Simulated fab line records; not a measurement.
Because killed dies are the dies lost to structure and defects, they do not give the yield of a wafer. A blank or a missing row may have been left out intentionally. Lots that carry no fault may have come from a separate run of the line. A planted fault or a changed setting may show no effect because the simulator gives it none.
fab line records -- flow n5-finfet
record: lots: 10, wafers: 30, last-day: 18
route steps=1938 shown BEOL_M2@911 BEOL_M3@931 BEOL_M4@1111 PASSIVATION@1936
lots that met no fault: taken from a fault-free run of the same line
start-h: hours from the record's first day to the start of the lot's first wafer shown -- wait-h: hours from the lot's prior step to this one -- " same as the row above -- L1.1+2: a row that stands for several wafers -- - no value, or no start was given -- * or withheld: withheld -- < > ~ a bound
route shown NAME@n: names a module that has steps shown in the file, with the first one's number in the route -- usual: mean/standard deviation of fault-free wafers -- same: alike in all rows -- chamber/n: place in a boat -- sites: readings site by site -- _std_site: standard deviation across them -- _edge_site: outer sites' mean less inner sites' -- radius-mm: how far each site lies from the wafer's centre -- mask NAME#n: copy n -- behind: tool/chamber where the wafer was last shaped -- hold: the reason the lot was held/the length of the hold in hours/how it ended -- device: names the non-switching transistor (n, p or np) -- end of line: at the end of the route, the tests of the same wafers -- a step given without rows: its recipe and nothing more -- killed: dies that structure and defects cost at the first sort, which is not the same as the wafer's yield -- map: per-die view of a wafer (x killed, . not killed, _ where there is no die)
set.NAME: the setting as run; set.NAME@STEP: as run at that earlier step -- model.NAME: the simulator's own value behind a step, which no gauge read
one table for each step of the route and one row for each wafer, over a sample of lots
services: a tool's chamber out of use, with start hour (start-h, from the record's first day; less than 0 if before it), hours out, and reason
== steps ==
step: N5_BEOL_M2_ANNEAL_87
recipe: temp-c: 400, time-s: 240, ambient: vacuum
usual: heater-power-w: 828/110
lot.wafer,tool,chamber,start-h,wait-h,heater-power-w
L795.1,pvd-sputter-03,-,135.73,0.0,980
L795.3,pvd-sputter-03,-,135.73,0.0,748
L795.6,pvd-sputter-03,-,135.73,0.0,960
L797.1,pvd-sputter-03,-,165.64,0.0,736
L797.3,pvd-sputter-03,-,165.64,0.0,962
L797.6,pvd-sputter-03,-,165.64,0.0,883
L798.1,pvd-sputter-01,-,166.25,0.0,753
L798.3,pvd-sputter-01,-,166.25,0.0,796
L798.6,pvd-sputter-01,-,166.25,0.0,744
L804.1,pvd-sputter-03,-,200.68,0.0,696
L804.5,pvd-sputter-03,-,200.68,0.0,742
L804.6,pvd-sputter-03,-,200.68,0.0,870
L805.2,pvd-sputter-02,-,203.70,0.0,748
L805.3,pvd-sputter-02,-,203.70,0.0,1059
L805.5,pvd-sputter-02,-,203.70,0.0,715
L807.1,pvd-sputter-02,-,224.83,0.0,779
L807.3,pvd-sputter-02,-,224.83,0.0,794
L807.4,pvd-sputter-02,-,224.83,0.0,1062
L809.1,pvd-sputter-02,-,247.92,0.0,738
L809.4,pvd-sputter-02,-,247.92,0.0,1070
L809.5,pvd-sputter-02,-,247.92,0.0,728
L812.3,pvd-sputter-01,-,248.09,0.0,943
L812.4,pvd-sputter-01,-,248.09,0.0,771
L812.6,pvd-sputter-01,-,248.09,0.0,791
L816.2,pvd-sputter-01,-,275.95,0.0,779
L816.4,pvd-sputter-01,-,275.95,0.0,929
L816.6,pvd-sputter-01,-,275.95,0.0,768
L818.1,pvd-sputter-03,-,284.32,0.0,745
L818.2,pvd-sputter-03,-,284.32,0.0,953
L818.3,pvd-sputter-03,-,284.32,0.0,904
step: N5_BEOL_M2_ANNEAL_89
recipe: temp-c: 400, time-s: 240, ambient: vacuum
usual: heater-power-w: 827/110
lot.wafer,tool,chamber,start-h,wait-h,heater-power-w
L795.1,pvd-sputter-03,-,135.95,0.0,971
L795.3,pvd-sputter-03,-,135.95,0.0,743
L795.6,pvd-sputter-03,-,135.95,0.0,976
L797.1,pvd-sputter-03,-,165.86,0.0,764
L797.3,pvd-sputter-03,-,165.86,0.0,935
L797.6,pvd-sputter-03,-,165.86,0.0,878
L798.1,pvd-sputter-01,-,166.47,0.0,764
L798.3,pvd-sputter-01,-,166.47,0.0,786
L798.6,pvd-sputter-01,-,166.47,0.0,744
L804.1,pvd-sputter-03,-,200.90,0.0,698
L804.5,pvd-sputter-03,-,200.90,0.0,762
L804.6,pvd-sputter-03,-,200.90,0.0,866
L805.2,pvd-sputter-02,-,203.92,0.0,747
L805.3,pvd-sputter-02,-,203.92,0.0,1103
L805.5,pvd-sputter-02,-,203.92,0.0,761
L807.1,pvd-sputter-02,-,225.05,0.0,755
L807.3,pvd-sputter-02,-,225.05,0.0,793
L807.4,pvd-sputter-02,-,225.05,0.0,1049
L809.1,pvd-sputter-02,-,248.14,0.0,751
L809.4,pvd-sputter-02,-,248.14,0.0,1076
L809.5,pvd-sputter-02,-,248.14,0.0,731
L812.3,pvd-sputter-01,-,248.31,0.0,931
L812.4,pvd-sputter-01,-,248.31,0.0,788
L812.6,pvd-sputter-01,-,248.31,0.0,794
L816.2,pvd-sputter-01,-,276.17,0.0,806
L816.4,pvd-sputter-01,-,276.17,0.0,936
L816.6,pvd-sputter-01,-,276.17,0.0,733
L818.1,pvd-sputter-03,-,284.54,0.0,759
L818.2,pvd-sputter-03,-,284.54,0.0,971
L818.3,pvd-sputter-03,-,284.54,0.0,887
step: N5_BEOL_M2_SPUTTER_94
recipe: material: Cu, target-thk-a: 45, temp-c: -20, chamber-pressure-pa: 0.07, power-w: withheld, time-s: 8.29
usual: chamber-pressure-pa: 0.07001/0.00015, throttle-valve-pct: 30.4/1.3
lot.wafer,tool,chamber,start-h,wait-h,chamber-pressure-pa,throttle-valve-pct
L795.1,pvd-sputter-03,-,136.53,0.1,0.07023,28.8
L795.3,pvd-sputter-03,-,136.53,0.1,0.06986,28.6
L795.6,pvd-sputter-03,-,136.53,0.1,0.07019,28.9
L797.1,pvd-sputter-03,-,166.44,0.1,0.07009,28.4
L797.3,pvd-sputter-03,-,166.44,0.1,0.07014,29.0
L797.6,pvd-sputter-03,-,166.44,0.1,0.06986,31.8
L798.1,pvd-sputter-01,-,167.05,0.1,0.06996,28.2
L798.3,pvd-sputter-01,-,167.05,0.1,0.07017,30.0
L798.6,pvd-sputter-01,-,167.05,0.1,0.07006,28.7
L804.1,pvd-sputter-03,-,201.48,0.1,0.07014,31.6
L804.5,pvd-sputter-03,-,201.48,0.1,0.06998,28.5
L804.6,pvd-sputter-03,-,201.48,0.1,0.07008,31.9
L805.2,pvd-sputter-02,-,204.50,0.1,0.07002,28.8
L805.3,pvd-sputter-02,-,204.50,0.1,0.07006,30.8
L805.5,pvd-sputter-02,-,204.50,0.1,0.07017,30.9
L807.1,pvd-sputter-02,-,225.63,0.1,0.0702,29.0
L807.3,pvd-sputter-02,-,225.63,0.1,0.06999,30.3
L807.4,pvd-sputter-02,-,225.63,0.1,0.06988,30.7
L809.1,pvd-sputter-02,-,248.72,0.1,0.06987,29.0
L809.4,pvd-sputter-02,-,248.72,0.1,0.07007,30.7
L809.5,pvd-sputter-02,-,248.72,0.1,0.07005,30.8
L812.3,pvd-sputter-01,-,248.89,0.1,0.06976,31.5
L812.4,pvd-sputter-01,-,248.89,0.1,0.0701,30.3
L812.6,pvd-sputter-01,-,248.89,0.1,0.06983,32.1
L816.2,pvd-sputter-01,-,276.75,0.1,0.0701,32.1
L816.4,pvd-sputter-01,-,276.75,0.1,0.07032,31.6
L816.6,pvd-sputter-01,-,276.75,0.1,0.07006,28.7
L818.1,pvd-sputter-03,-,285.12,0.1,0.07012,28.6
L818.2,pvd-sputter-03,-,285.12,0.1,0.07006,29.0
L818.3,pvd-sputter-03,-,285.12,0.1,0.06996,32.2
step: N5_BEOL_M3_ILD_DEP_00
recipe: material: SiOC, target-thk-a: 790, temp-c: 350, precursor: DEMS/O2, pressure-torr: 5, rf-w: 500, time-s: 15.3
usual: heater-power-w: 459/81, showerhead-plenum-p-Torr: 5.693/0.01, throttle-valve-pct: 11.8/0.59
lot.wafer,tool,chamber,start-h,wait-h,heater-power-w,showerhead-plenum-p-Torr,throttle-valve-pct
L795.1,pecvd-02,0,141.64,0.0,413,5.700,12.3
L795.3,pecvd-02,2,141.64,0.0,393,5.689,11.3
L795.6,pecvd-02,1,141.64,0.0,508,5.695,11.5
L797.1,pecvd-02,2,176.42,0.0,407,5.703,11.3
L797.3,pecvd-02,0,176.42,0.0,392,5.697,12.3
L797.6,pecvd-02,2,176.42,0.0,406,5.690,11.5
L798.1,pecvd-03,2,177.08,0.0,347,5.707,11.4
L798.3,pecvd-03,1,177.08,0.0,337,5.665,11.7
L798.6,pecvd-03,2,177.08,0.0,358,5.704,11.3
L804.1,pecvd-02,0,202.92,0.0,470,5.688,12.5
L804.5,pecvd-02,0,202.92,0.0,459,5.692,12.0
L804.6,pecvd-02,2,202.92,0.0,438,5.700,11.6
L805.2,pecvd-03,1,205.84,0.0,313,5.705,11.5
L805.3,pecvd-03,2,205.84,0.0,385,5.714,11.1
L805.5,pecvd-03,2,205.84,0.0,373,5.707,11.2
L807.1,pecvd-03,2,226.96,0.0,319,5.706,11.0
L807.3,pecvd-03,1,226.96,0.0,322,5.695,11.5
L807.4,pecvd-03,1,226.96,0.0,328,5.674,12.1
L809.1,pecvd-02,2,250.08,0.0,442,5.696,11.5
L809.4,pecvd-02,0,250.08,0.0,390,5.694,12.3
L809.5,pecvd-02,1,250.08,0.0,499,5.704,11.3
L812.3,pecvd-02,2,250.32,0.0,464,5.707,11.6
L812.4,pecvd-02,1,250.32,0.0,517,5.681,11.2
L812.6,pecvd-02,0,250.32,0.0,503,5.700,12.2
L816.2,pecvd-04,2,278.09,0.0,404,5.699,10.8
L816.4,pecvd-04,1,278.09,0.0,465,5.684,11.5
L816.6,pecvd-04,2,278.09,0.0,409,5.693,10.9
L818.1,pecvd-03,2,286.45,0.0,345,5.705,11.1
L818.2,pecvd-03,0,286.45,0.0,559,5.688,12.8
L818.3,pecvd-03,2,286.45,0.0,365,5.699,11.4
step: N5_BEOL_M3_THK_MEAS_01
recipe: reads: SiOC_of_BEOL_M3_ILD_DEP_00
usual: M3_ILD_THK: 78.9/1
lot.wafer,tool,chamber,start-h,wait-h,M3_ILD_THK[nm]
L795.1,film-metro-01,-,141.71,0.0,79.6
L795.3,film-metro-01,-,141.71,0.0,78.7
L795.6,film-metro-01,-,141.71,0.0,79.8
L797.1,film-metro-01,-,176.49,0.0,78.0
L797.3,film-metro-01,-,176.49,0.0,77.3
L797.6,film-metro-01,-,176.49,0.0,78.9
L798.1,film-metro-01,-,177.15,0.1,77.7
L798.3,film-metro-01,-,177.15,0.1,76.5
L798.6,film-metro-01,-,177.15,0.1,78.5
L804.1,film-metro-01,-,202.98,0.0,78.4
L804.5,film-metro-01,-,202.98,0.0,79.6
L804.6,film-metro-01,-,202.98,0.0,80.2
L805.2,film-metro-02,-,205.91,0.1,84.4
L805.3,film-metro-02,-,205.91,0.1,84.0
L805.5,film-metro-02,-,205.91,0.1,78.9
L807.1,film-metro-01,-,227.03,0.0,78.7
L807.3,film-metro-01,-,227.03,0.0,84.4
L807.4,film-metro-01,-,227.03,0.0,79.1
L809.1,film-metro-02,-,250.15,0.0,77.9
L809.4,film-metro-02,-,250.15,0.0,80.1
L809.5,film-metro-02,-,250.15,0.0,79.0
L812.3,film-metro-01,-,250.39,0.1,78.8
L812.4,film-metro-01,-,250.39,0.1,79.5
L812.6,film-metro-01,-,250.39,0.1,81.2
L816.2,film-metro-02,-,278.16,0.1,78.8
L816.4,film-metro-02,-,278.16,0.1,77.6
L816.6,film-metro-02,-,278.16,0.1,79.5
L818.1,film-metro-02,-,286.54,0.1,77.7
L818.2,film-metro-02,-,286.54,0.1,78.5
L818.3,film-metro-02,-,286.54,0.1,78.6
step: N5_BEOL_M4_RC_MEAS_101
usual: DIBL_N: 35.7/1.5, DIBL_P: 35.7/2, IOFF_N: 0.155/0.026, IOFF_P: 0.20/0.031, ION_N: 675/11, ION_P: 462/7.1, SS_N: 71.3/0.57, SS_P: 73.1/0.56, VT_N: 250/3, VT_P: -251/3
lot.wafer,tool,chamber,start-h,wait-h,DIBL_N[mV/V],DIBL_P[mV/V],IOFF_N[nA/um],IOFF_P[nA/um],ION_N[uA/um],ION_P[uA/um],SS_N[mV/dec],SS_P[mV/dec],VT_N[mV],VT_P[mV]
L795.1,prober-02,0,175.87,0.0,36.7,36.3,0.153,0.21,667,459,71.6,72.7,251,-252
L795.3,prober-02,0,175.87,0.0,37.2,36.8,0.171,0.23,673,459,71.7,73.6,250,-249
L795.6,prober-02,0,175.87,0.0,35.3,34.4,0.142,0.18,666,461,71.2,72.6,252,-251
L797.1,prober-02,0,194.13,0.0,34.0,33.8,0.141,0.19,683,462,71.2,72.1,250,-250
L797.3,prober-02,0,194.13,0.0,36.0,37.2,0.186,0.26,685,468,71.9,73.3,245,-246
L797.6,prober-02,0,194.13,0.0,33.7,33.5,0.142,0.19,678,465,70.4,72.3,249,-250
L798.1,prober-01,0,195.18,0.0,33.4,31.3,0.106,0.17,662,458,70.5,72.4,255,-253
L798.3,prober-01,0,195.18,0.0,34.5,33.0,0.128,0.19,681,469,71.2,73.6,252,-251
L798.6,prober-01,0,195.18,0.0,38.2,37.4,0.184,0.25,683,470,72.4,74.7,248,-248
L804.1,prober-01,0,224.64,0.0,34.8,33.6,0.122,0.17,652,450,71.1,73.1,255,-256
L804.5,prober-01,0,224.64,0.0,36.7,35.2,0.161,0.18,677,459,71.2,73.7,248,-256
L804.6,prober-01,0,224.64,0.0,36.9,35.2,0.152,0.19,675,450,71.0,72.9,253,-256
L805.2,prober-01,0,232.45,0.2,34.5,35.2,0.134,0.16,678,463,71.0,72.7,251,-255
L805.3,prober-01,0,232.45,0.2,37.3,38.2,0.171,0.20,684,462,72.0,74.3,247,-254
L805.5,prober-01,0,232.45,0.2,37.2,37.7,0.164,0.20,682,461,71.2,74.1,250,-252
L807.1,prober-01,0,252.89,0.0,35.4,35.9,0.176,0.23,693,478,71.7,73.7,246,-247
L807.3,prober-01,0,252.89,0.0,34.8,35.0,0.153,0.21,682,471,70.9,73.1,249,-248
L807.4,prober-01,0,252.89,0.0,34.9,34.9,0.155,0.21,678,470,70.7,73.3,248,-250
L809.1,prober-02,0,267.64,0.0,34.9,35.7,0.146,0.18,680,461,70.7,72.8,249,-250
L809.4,prober-02,0,267.64,0.0,35.6,35.3,0.153,0.18,667,459,70.9,73.2,250,-250
L809.5,prober-02,0,267.64,0.0,35.3,36.2,0.148,0.20,676,465,70.3,73.6,250,-252
L812.3,prober-01,0,267.86,0.3,35.5,35.8,0.158,0.20,681,464,70.7,73.1,246,-251
L812.4,prober-01,0,267.86,0.3,37.5,39.5,0.209,0.26,700,476,71.8,73.2,242,-247
L812.6,prober-01,0,267.86,0.3,35.3,35.7,0.144,0.20,661,460,71.2,72.8,249,-250
L816.2,prober-02,0,312.09,0.2,31.0,29.9,0.093,0.14,657,459,69.6,71.6,255,-254
L816.4,prober-02,0,312.09,0.2,36.2,35.2,0.162,0.20,678,460,71.8,73.4,248,-250
L816.6,prober-02,0,312.09,0.2,37.6,38.5,0.201,0.26,679,464,71.5,73.3,249,-248
L818.1,prober-02,0,320.07,0.0,36.7,38.3,0.173,0.21,680,466,72.6,73.2,247,-251
L818.2,prober-02,0,320.07,0.0,37.4,38.4,0.189,0.22,674,461,71.5,73.3,246,-251
L818.3,prober-02,0,320.07,0.0,35.5,37.9,0.159,0.21,683,462,72.3,72.8,249,-250
step: N5_PASSIVATION_PROBE_49
usual: defect-limited-yield: 91.4/1.5, killed_at_M0_to_M3: 34/10, killed_at_M4_up: 15/6, killed-at-contacts: 12/6, killed-at-front-end: 37/11, killed-at-other: 3.3/2.8, killed-dies: 101/18, killed-open: 66/14, killed-short: 33/7.8, sort_bin_5_function: 5.0/0.97, sort_bin_6_memory: 3.2/0.72, sort-n-pass: 1079/18, sort-yield-pct: 91.4/1.5
same: gross-dies: 1180, killed-at-back-side: 0, sort_bin_4_leakage[%]: 0, sort_bin_8_speed[%]: 0
lot.wafer,tool,chamber,start-h,wait-h,defect-limited-yield[%],killed_at_M0_to_M3,killed_at_M4_up,killed-at-contacts,killed-at-front-end,killed-at-other,killed-dies,killed-open,killed-short,sort_bin_5_function[%],sort_bin_6_memory[%],sort-n-pass,sort-yield-pct[%]
L804.1,prober-02,-,323.79,0.0,92.2,47,13,6,24,2,92,49,37,4.4,2.6,1088,92.2
L804.5,prober-02,-,323.99,0.2,92.2,34,15,4,37,2,92,48,35,4.7,2.1,1088,92.2
L804.6,prober-02,-,324.04,0.3,92.1,41,18,2,29,3,93,47,46,4.2,3.2,1087,92.1
L812.3,prober-02,-,387.74,0.1,93.7,17,12,7,37,1,74,45,29,3.7,2.4,1106,93.7
L812.4,prober-02,-,387.79,0.2,92.0,22,20,16,31,5,94,59,31,4.7,3.1,1086,92.0
L812.6,prober-02,-,387.89,0.3,90.3,21,17,20,55,1,114,76,33,6.1,3.5,1066,90.3
killed by level:class
L804.1 BEOL_M0_SAQP:geometric-particle:short=19 BEOL_M0_SAQP:geometric-particle:open=16 BEOL_M4:geometric-particle:open=9 FIN_SAQP:geometric-particle:short=5 MOL_CONTACT_COAG:geometric-particle:open=5 BEOL_M1:geometric-particle:open=5 HKMG_FIN:area-etch=5 BEOL_M2:geometric-particle:open=4
L804.5 BEOL_M0_SAQP:geometric-particle:short=13 BEOL_M0_SAQP:geometric-particle:open=11 STARTING-WAFER:geometric-particle:open=8 HKMG_FIN:area-etch=8 FIN_SAQP:geometric-particle:short=5 BEOL_M4:geometric-particle:open=4 STARTING-WAFER:geometric-particle:short=4 DUMMY_GATE:geometric-particle:open=3
L804.6 BEOL_M0_SAQP:geometric-particle:short=15 BEOL_M3:geometric-particle:short=11 BEOL_M4:geometric-particle:open=11 FIN_SAQP:geometric-particle:short=7 BEOL_M0_SAQP:geometric-particle:open=7 FIN_SAQP:geometric-particle:open=6 GATE_CUT:geometric-particle:short=5 STI_FIN_REVEAL:geometric-particle:open=3
L812.3 STI_FIN_REVEAL:geometric-particle:open=9 STI_FIN_REVEAL:geometric-particle:short=6 BEOL_M4:geometric-particle:open=6 BEOL_M1:geometric-particle:open=5 MOL_CONTACT_COAG:geometric-particle:open=5 GATE_CUT:geometric-particle:short=4 BEOL_M2:geometric-particle:short=4 STARTING-WAFER:geometric-particle:open=4
L812.4 MOL_CONTACT_COAG:geometric-particle:open=13 STI_FIN_REVEAL:geometric-particle:open=11 BEOL_M4:geometric-particle:open=8 BEOL_M0_SAQP:geometric-particle:open=6 GATE_CUT:geometric-particle:short=5 BEOL_M2:geometric-particle:open=4 BEOL_M3:geometric-particle:open=4 MOL_CONTACT_COAG:geometric-particle:short=3
L812.6 STI_FIN_REVEAL:geometric-particle:open=21 MOL_CONTACT_COAG:geometric-particle:open=15 BEOL_M2:geometric-particle:open=7 BEOL_M1:geometric-particle:open=6 STI_FIN_REVEAL:geometric-particle:short=5 GATE_CUT:geometric-particle:short=5 MOL_CONTACT_COAG:geometric-particle:short=5 BEOL_M4:geometric-particle:open=5
== services ==
tool,chamber,start-h,hours,kind
pecvd-03,-,142.42,14.6,pm
pvd-sputter-03,-,144.93,4.2,repair
pecvd-02,0,156.95,2.1,scheduled-down
pecvd-04,2,165.21,5.5,scheduled-down
pecvd-04,1,178.00,2.1,scheduled-down
pvd-sputter-03,-,178.36,1.0,repair
pecvd-04,2,180.13,2.1,scheduled-down
pecvd-03,2,209.24,13.2,repair
pecvd-02,1,209.88,2.1,scheduled-down
pecvd-04,0,214.44,25.6,repair
pecvd-02,2,223.44,4.2,repair
pecvd-04,2,242.61,6.9,repair
pecvd-03,1,260.12,40.9,repair
pecvd-03,-,276.82,6.0,pm
pecvd-02,2,278.43,2.1,scheduled-down
== key ==
first-sign: step: N5_BEOL_M3_THK_MEAS_01, reading: M3_ILD_THK, direction: up, sigmas: 5.1, usual: 78.9, struck: 84.3
effect none on later readings
met-at N5_BEOL_M3_ILD_DEP_00
struck-lots L805,L807
struck-wafers L805.2,L805.3,L807.3
not-acting-at N5_BEOL_M2_ANNEAL_87,N5_BEOL_M2_ANNEAL_89,N5_BEOL_M2_SPUTTER_94
onset-between 177.08 205.84
fault: kind: process-parameter-drift, tool: pecvd-03, chamber: -, onset-h: 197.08, steps: N5_BEOL_M3_ILD_DEP_00, channel: time-s, offset: *, shape: step, end-h: 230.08, scope: struck-wafers-only, acts-in: *, stated: *
